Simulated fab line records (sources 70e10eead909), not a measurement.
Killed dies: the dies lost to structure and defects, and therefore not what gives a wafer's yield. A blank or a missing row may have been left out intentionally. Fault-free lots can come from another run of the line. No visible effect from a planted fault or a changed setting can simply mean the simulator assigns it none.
Which of the tools did it? + flow nand harc + 18 wafers sampled from 6 lots at 1 step of a route of 1302

## WHAT EACH GAUGE READ, for each wafer
NHARC_A_START_INSPECT_01.
| lot  | measured     | on                | raw defect count |
|------|--------------|-------------------|------------------|
| L692 | day 8 02:48  | defect inspect-02 | 3 7 4            |
| L694 | day 8 23:35  | defect inspect-02 | 2 0 3            |
| L696 | day 9 22:09  | defect inspect-02 | 3 4 2            |
| L701 | day 11 22:16 | defect inspect-02 | 5 5 3            |
| L704 | day 12 20:43 | defect inspect-02 | 7 1 5            |
| L711 | day 15 19:03 | defect inspect-01 | 6 1 3            |

## WHAT TOOL EACH LOT RAN ON (gives the tool, then ch and the chambers of the sampled wafers, and finally the start)
Before these readings, the record contains no process step.

## THE ANSWER, worked out from the rows above alone
Rule: the usual values come from the lots themselves. Put in order of their means at a reading, lots are off if they are a third of the lots or fewer, leave a main group of 4 or more, and stand apart from it by a gap of 3 or more times the standard deviation of the main group's means; of several such gaps the widest counts. Not used: any main group whose means are identical at the precision the tables above print for the reading. Also off: a lot with no number at a reading for which 4 or more lots have one. The other lots that the step has rows for count as sound.
No lot is off on any of the readings shown, so nothing can be concluded from this.

## WHAT WAS PUT IN BY THE SIMULATOR
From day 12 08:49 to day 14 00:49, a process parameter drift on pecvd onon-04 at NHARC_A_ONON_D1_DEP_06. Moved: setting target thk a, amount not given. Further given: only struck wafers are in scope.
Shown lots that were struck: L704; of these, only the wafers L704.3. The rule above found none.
